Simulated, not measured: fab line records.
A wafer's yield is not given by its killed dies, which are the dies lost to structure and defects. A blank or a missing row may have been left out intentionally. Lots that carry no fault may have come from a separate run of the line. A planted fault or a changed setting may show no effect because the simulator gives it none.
Chamber matching -- flow n5-finfet -- N5_BEOL_M5_ETCH_75 on rie-diel-04 has 4 sister chambers
The step etches underlayer in N2/H2, target depth 6.5 nm, time 5.2 s. 8 wafers are shown with their chamber, then 8 later ones without.

EACH WAFER AND ITS CHAMBER
wafer,chamber,showerhead-plenum-p-Torr (Torr),throttle-valve-pct (%)
L328.3,1,2.62,18.13
L328.4,1,2.62,18.14
L331.5,0,2.41,18.19
L331.6,2,2.52,17.77
L333.4,0,2.40,18.17
L333.5,3,2.69,17.94
L333.6,2,2.52,17.77
L338.2,3,2.69,17.95

WAFERS WITHOUT THEIR CHAMBER
wafer,showerhead-plenum-p-Torr (Torr),throttle-valve-pct (%)
L338.4,2.40,18.20
L338.5,2.52,17.78
L345.1,2.68,17.98
L345.4,2.68,17.99
L345.5,2.51,17.81
L347.2,2.51,17.83
L347.3,2.60,17.72
L347.5,2.61,17.70

EACH ONE'S CHAMBER
wafer,from the rows above,in truth
L338.4,0,0
L338.5,2,2
L345.1,3,3
L345.4,3,3
L345.5,2,2
L347.2,2,2
L347.3,2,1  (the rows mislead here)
L347.5,2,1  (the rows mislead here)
Correctly placed: 6 of 8. Number that these rows cannot place: 0. 2 placed wrongly.
How it was worked out, from the rows above alone: a wafer's distance from a chamber is the root of the sum, over the readings, of the square of ((its reading less the chamber's mean) divided by the reading's scatter). If the next closest chamber is less than 2 further off than the closest, the wafer can't be placed; otherwise it belongs to the closest. A chamber's mean is the mean of its shown wafers. The scatter: the root of (the sum of the squares of (reading less its chamber's mean) over the shown wafers, divided by (wafers less chambers)).
